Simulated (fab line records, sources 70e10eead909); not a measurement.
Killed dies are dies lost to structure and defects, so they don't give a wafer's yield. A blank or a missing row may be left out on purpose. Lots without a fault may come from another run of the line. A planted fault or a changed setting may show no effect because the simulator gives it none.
Which tool did it? | flow nand_harc | 12 lots, 34 wafers sampled, at 4 steps of a route of 1302

WHAT THE GAUGES READ, wafer by wafer
NHARC_P_GATE_CD_MEAS_33. Usual: cd_nm 120.0 nm, standard deviation 2.8.
lot  | measured     | on        | cd_nm (nm)        | flag
L684 | day 5 17:15  | cd_sem-01 | 116.0 121.5 121.1 |
L683 | day 5 16:38  | cd_sem-01 | 116.9 115.1 117.9 |
L686 | day 6 17:43  | cd_sem-03 | 118.0 121.7 120.5 |
L689 | day 8 05:53  | cd_sem-01 | 120.5 120.4 120.3 |
L690 | day 8 16:04  | cd_sem-01 | 121.4 119.4 117.8 |
L691 | day 8 21:39  | cd_sem-03 | 123.0 121.0 124.1 |
L696 | day 11 02:04 | cd_sem-03 | 120.6 115.2 118.3 |
L697 | day 11 02:23 | cd_sem-01 | 107.1 107.5       | OFF
L702 | day 13 07:59 | cd_sem-03 | 122.0 121.3 121.7 |
L703 | day 13 22:52 | cd_sem-01 | 119.8 122.6 119.9 |
L704 | day 14 04:09 | cd_sem-02 | 125.9 122.7 119.9 |
L705 | day 14 12:15 | cd_sem-02 | 119.1 125.6 117.7 |

WHICH TOOL RAN EACH LOT (tool, then ch and the chambers of the sampled wafers, then the start)
lot  | NHARC_P_STI_CMP_21            | NHARC_P_GATE_ETCH_104              | NHARC_P_GATE_HM_OPEN_105
L684 | cmp-02 ch 0,2, day 4 08:31    | rie_diel-05 ch 0,2, day 5 16:29    | rie_diel-05 ch 0,2,3, day 5 17:15 or earlier
L683 | cmp-03 ch 0,3, day 4 08:31    | rie_diel-05 ch 0,2,3, day 5 15:53  | rie_diel-05 ch 0,2, day 5 16:38 or earlier
L686 | cmp-02 ch 0,2,3, day 5 07:52  | rie_diel-12 ch 0,1,2, day 6 17:01  | rie_diel-12 ch 0,1,3, day 6 17:43 or earlier
L689 | cmp-02 ch 1,2,3, day 6 18:44  | rie_diel-07 ch 0,1,2, day 8 05:11  | rie_diel-07 ch 0,2,3, day 8 05:53 or earlier
L690 | cmp-03 ch 0,1, day 7 07:06    | rie_diel-12 ch 1,2, day 8 15:19    | rie_diel-12 ch 0,1,2, day 8 16:04 or earlier
L691 | cmp-02 ch 1,2,3, day 7 14:32  | rie_diel-07 ch 1,2,3, day 8 20:56  | rie_diel-07 ch 1,2,3, day 8 21:39 or earlier
L696 | cmp-02 ch 0,2,3, day 9 16:52  | rie_diel-05 ch 1,2,3, day 11 01:21 | rie_diel-05 ch 0,1, day 11 02:04 or earlier
L697 | cmp-01 ch 1, day 9 16:55      | rie_diel-07 ch 0, day 11 01:38     | rie_diel-07 ch 2, day 11 02:23 or earlier
L702 | cmp-02 ch 0,1,3, day 11 21:49 | rie_diel-05 ch 0,1,3, day 13 07:16 | rie_diel-05 ch 0,2,3, day 13 07:59 or earlier
L703 | cmp-02 ch 1,2,3, day 12 10:07 | rie_diel-12 ch 1,3, day 13 22:06   | rie_diel-12 ch 1,3, day 13 22:52 or earlier
L704 | cmp-03 ch 0,2,3, day 12 16:37 | rie_diel-05 ch 1,2,3, day 14 03:27 | rie_diel-05 ch 1,3, day 14 04:09 or earlier
L705 | cmp-01 ch 2,3, day 13 02:14   | rie_diel-05 ch 1,2,3, day 14 11:33 | rie_diel-05 ch 2,3, day 14 12:15 or earlier
- NHARC_P_STI_CMP_21: polishes, t overpolish 20 s, target thk 380.67 nm.
- NHARC_P_GATE_ETCH_104: etches the open film in CF4/CHF3, target depth 60 nm.
- NHARC_P_GATE_HM_OPEN_105: chemistry O2/COS, target depth 360 nm.

WHAT THE TOOLS THEMSELVES READ (means of the sampled wafers that have a number; where no wafer has one, the mark that the record gives instead)
NHARC_P_STI_CMP_21. Usual: motor_current_A 11.8 A, standard deviation 1.1; overpolish_run_s 20.000 s, standard deviation 0.0092.
lot  | tool   | motor_current_A (A) | overpolish_run_s (s) | flag
L684 | cmp-02 | 10.7                | 20.003               |
L683 | cmp-03 | 12.7                | 20.000               |
L686 | cmp-02 | 11.2                | 20.003               |
L689 | cmp-02 | 11.9                | 19.999               |
L690 | cmp-03 | 12.3                | 20.004               |
L691 | cmp-02 | 11.7                | 19.996               |
L696 | cmp-02 | 11.3                | 19.995               |
L697 | cmp-01 | 12.9                | 19.996               |
L702 | cmp-02 | 12.4                | 19.996               |
L703 | cmp-02 | 11.8                | 19.997               |
L704 | cmp-03 | 12.1                | 20.006               |
L705 | cmp-01 | 10.3                | 19.997               |

NHARC_P_GATE_ETCH_104. Usual: drypump_motor_current_A 5.8 A, standard deviation 0.52; oes_product_au 0.950 a.u., standard deviation 0.022; rf_fwd_power_W 492.2 W, standard deviation 2.7; rf_vpp_V 371.3 V, standard deviation 2.1; showerhead_plenum_p_Torr 1.60 Torr, standard deviation 0.06; throttle_valve_pct 16.802 %, standard deviation 0.0084.
lot  | tool        | drypump_motor_current_A (A) | oes_product_au (a.u.) | rf_fwd_power_W (W) | rf_vpp_V (V) | showerhead_plenum_p_Torr (Torr) | throttle_valve_pct (%) | flag
L684 | rie_diel-05 | 5.6                         | 0.942                 | 494.6              | 373.0        | 1.65                            | 16.802                 |
L683 | rie_diel-05 | 5.8                         | 0.922                 | 493.7              | 371.5        | 1.60                            | 16.792                 |
L686 | rie_diel-12 | 5.6                         | 0.972                 | 493.1              | 371.5        | 1.59                            | 16.798                 |
L689 | rie_diel-07 | 5.8                         | 0.971                 | 492.7              | 371.5        | 1.59                            | 16.804                 |
L690 | rie_diel-12 | 5.3                         | 0.925                 | 493.1              | 369.3        | 1.54                            | 16.802                 |
L691 | rie_diel-07 | 5.9                         | 0.922                 | 493.6              | 370.9        | 1.59                            | 16.798                 |
L696 | rie_diel-05 | 5.7                         | 0.964                 | 492.8              | 371.6        | 1.61                            | 16.800                 |
L697 | rie_diel-07 | 6.4                         | 1.198                 | 689.0              | 368.9        | 1.53                            | 16.792                 | OFF
L702 | rie_diel-05 | 5.7                         | 0.961                 | 492.6              | 371.3        | 1.59                            | 16.798                 |
L703 | rie_diel-12 | 5.2                         | 0.974                 | 494.4              | 373.1        | 1.62                            | 16.807                 |
L704 | rie_diel-05 | 5.7                         | 0.931                 | 492.2              | 371.5        | 1.61                            | 16.802                 |
L705 | rie_diel-05 | 5.6                         | 0.976                 | 491.4              | 371.6        | 1.61                            | 16.804                 |

NHARC_P_GATE_HM_OPEN_105. Usual: drypump_motor_current_A 5.8 A, standard deviation 0.53; oes_product_au 1.000 a.u., standard deviation 0.011; rf_vpp_V 468.1 V, standard deviation 2.8; showerhead_plenum_p_Torr 3.16 Torr, standard deviation 0.12; throttle_valve_pct 28.331 %, standard deviation 0.009.
lot  | tool        | drypump_motor_current_A (A) | oes_product_au (a.u.) | rf_vpp_V (V) | showerhead_plenum_p_Torr (Torr) | throttle_valve_pct (%) | flag
L684 | rie_diel-05 | 5.8                         | 0.998                 | 467.3        | 3.17                            | 28.330                 |
L683 | rie_diel-05 | 5.7                         | 0.995                 | 470.0        | 3.24                            | 28.339                 |
L686 | rie_diel-12 | 5.7                         | 0.999                 | 470.8        | 3.26                            | 28.334                 |
L689 | rie_diel-07 | 6.4                         | 0.998                 | 465.4        | 3.07                            | 28.320                 |
L690 | rie_diel-12 | 5.6                         | 0.998                 | 467.1        | 3.16                            | 28.327                 |
L691 | rie_diel-07 | 5.9                         | 0.996                 | 467.1        | 3.16                            | 28.329                 |
L696 | rie_diel-05 | 5.7                         | 0.995                 | 469.6        | 3.23                            | 28.343                 |
L697 | rie_diel-07 | 6.3                         | 1.031                 | 466.2        | 3.10                            | 28.340                 |
L702 | rie_diel-05 | 5.8                         | 1.004                 | 467.2        | 3.16                            | 28.328                 |
L703 | rie_diel-12 | 5.5                         | 1.010                 | 469.7        | 3.26                            | 28.317                 |
L704 | rie_diel-05 | 5.9                         | 1.003                 | 466.1        | 3.09                            | 28.335                 |
L705 | rie_diel-05 | 5.7                         | 1.004                 | 469.5        | 3.20                            | 28.329                 |

THE ANSWER, worked out from the rows above alone
Rule: a lot is off if the mean of its wafers that have a number lies more than 3 standard deviations from the usual mean. A lot without any number at a reading at which 4 lots or more have one is off too. The other lots that the step has rows for count as sound. The gauges are gone through in route order, then the tools' own readings, and for those a lot's mean is taken as printed above. The first step at which some lot is off is used, and at that step the reading that is off furthest; a lot without a number counts as furthest.
Off: L697, at NHARC_P_GATE_CD_MEAS_33 (cd_nm).
A tool fits if, at a process step before that reading, it ran every lot that is off, and no sound lot after the first of them. The gauges at NHARC_P_GATE_CD_MEAS_33 aren't tried: what is off there is off at NHARC_P_GATE_ETCH_104 too, on other tools, and a gauge's error can't cause that. NHARC_P_GATE_HM_OPEN_105 gives no start for some lots, so the hours and the order of its lots are those of NHARC_P_GATE_CD_MEAS_33. One fits: rie_diel-07 at NHARC_P_GATE_ETCH_104 and NHARC_P_GATE_HM_OPEN_105. At NHARC_P_GATE_ETCH_104 its last sound lot is L691 (day 8 20:56), its first lot that is off L697 (day 11 01:38): a fault that began between those two fits.
The tool's own readings at NHARC_P_GATE_ETCH_104 bear it out: on the lots that are off they differ by more than 5 times the standard deviation of the sound lots' means. oes_product_au reads 1.198 a.u. there against 0.951 a.u. on the sound lots; rf_fwd_power_W reads 689.0 W there against 493.1 W on the sound lots.

WHAT THE SIMULATOR HAD PUT IN
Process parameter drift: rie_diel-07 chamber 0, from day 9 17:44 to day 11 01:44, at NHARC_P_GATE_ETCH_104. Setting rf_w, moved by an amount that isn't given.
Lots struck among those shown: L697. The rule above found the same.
